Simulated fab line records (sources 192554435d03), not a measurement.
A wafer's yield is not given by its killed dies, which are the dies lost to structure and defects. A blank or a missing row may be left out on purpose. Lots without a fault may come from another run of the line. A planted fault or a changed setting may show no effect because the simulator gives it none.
Struck lot and sound lot, side by side | flow n5Finfet | 14 out of 1938 route steps
Sound: the wafers L308.2, L308.6. Wafers struck: L319.2, L319.4, L319.5. The cause comes at the end.
At each step with rows: each side's tool, then ch and its chambers, then its first start. Under that, the readings that differ: sound wafers | struck wafers | difference of the means | sigmas: that difference in standard deviations of wafers without a fault.
alike: readings with means less than 2 such deviations apart, plus words and numbers identical on both sides. not compared: withheld readings, readings lacking a value on some wafer, bounds such as >300 that could conceal the same value, and numbers that have no deviation in the record and whose values overlap.
The two part at a step that has a row with sigmas, a row that says differs or no value, or rows on one side only. Non-overlapping numbers with no deviation appear without sigmas and do not part them. Lack of a reading on every wafer of one side parts them only where that side has two or more wafers.

N5_HKMG_FIN_ETCHBACK_68: etches the open film in Cl2/Ar, stops on HfO2, target depth 0.5 nm.
  sound on rieMetal-01 ch 1, day 5 06:26; struck on rieMetal-01 ch 0,1, day 8 06:23
  alike: biasW, drypumpMotorCurrentA, oesProductAu, throttleValvePct
  not compared: rfHoursCounterH
N5_HKMG_FIN_STRIP_69: strips in N2/H2, time 360 s.
  sound on plasmaAsher-02 ch 1, day 5 06:35; struck on plasmaAsher-01 ch 0,1, day 8 06:32
  alike: drypumpMotorCurrentA, heaterPowerW
  not compared: rfHoursCounterH
then, 6 steps without rows for these wafers: N5_HKMG_FIN_ALD_21 (deposits TiN, target thk 1.5 nm, pulse time 1 s, purge time 3 s); N5_HKMG_FIN_ALD_72 (deposits W, target thk 2 nm, pulse time 1 s, purge time 2 s); N5_HKMG_FIN_W_FILL_22 (material W, target thk 60 nm, time 18.2 s); N5_HKMG_FIN_PRECLEAN_83 (cleans in DIW, time 57.5 s); N5_HKMG_FIN_SRD_84 (dry time 32 s); N5_HKMG_FIN_CMP_23 (polishes, stops on SiNx, t overpolish 10 s, target thk 46.326 nm).
N5_HKMG_FIN_CMP_94: polishes, stops on SiNx, t overpolish 4.7 s, target thk 43.299 nm.
  sound on cmp-02 ch 0,1, day 5 08:04; struck on cmp-02 ch 0,1,3, day 8 08:01
  alike: motorCurrentA, retainingRingPressureFrac
N5_HKMG_FIN_INSPECT_28: inspects for defects (darkfield).
  sound: defectInspect-02 at day 5 08:13; struck: defectInspect-02 at day 8 08:11
reading        | sound | struck   | difference | sigmas
rawDefectCount | 22 17 | 45 79 48 | +38        | +3
N5_GATE_CUT_ETCHBACK_00: etches W in SF6/Cl2.
  sound on rieMetal-01 ch 0,1, day 5 08:14; struck on rieMetal-01 ch 0, day 8 08:13
  alike: biasW, drypumpMotorCurrentA, oesProductAu, throttleValvePct
  not compared: rfHoursCounterH
N5_GATE_CUT_ETCH_56: etches TiN in Cl2/Ar, target depth 21.6 nm.
  sound on rieMetal-01 ch 0,1, day 5 08:22; struck on rieMetal-01 ch 0, day 8 08:20
reading                 | sound       | struck            | difference | sigmas
biasW (W)               | 59.76 59.81 | 76.85 76.89 76.64 | +17.01     | +99 or more
model.etch.depthNm (nm) | 21.7 21.39  | 23.6 23.49 23.28  | +1.9       | 
  alike: drypumpMotorCurrentA, oesProductAu, throttleValvePct
  not compared: rfHoursCounterH
N5_GATE_CUT_ETCHBACK_30: etches TiN in Cl2/Ar, target depth 3 nm.
  sound on rieMetal-01 ch 0,1, day 5 08:27; struck on rieMetal-01 ch 0, day 8 08:26
  alike: biasW, drypumpMotorCurrentA, oesProductAu, throttleValvePct
  not compared: rfHoursCounterH
-- record jumps: 4 days separate the struck wafers' starts on either side; left off in module GATE_CUT, taken up again in module BEOL_M4, whose first shown step is the route's number 1111 --
N5_BEOL_M4_RC_MEAS_101:
  sound on prober-02 ch 0, day 9 19:23; struck on prober-02 ch 0, day 12 18:54
  alike: DIBL_N, DIBL_P, IOFF_N, IOFF_P, ION_N, ION_P, SS_N, SS_P, VT_N, VT_P

WHERE THEY PART
First at N5_HKMG_FIN_INSPECT_28; last, within this record, at N5_GATE_CUT_ETCH_56. Later steps at which nothing parts them and some readings are alike: N5_GATE_CUT_ETCHBACK_30, N5_BEOL_M4_RC_MEAS_101.

WHY: the cause the simulator had injected
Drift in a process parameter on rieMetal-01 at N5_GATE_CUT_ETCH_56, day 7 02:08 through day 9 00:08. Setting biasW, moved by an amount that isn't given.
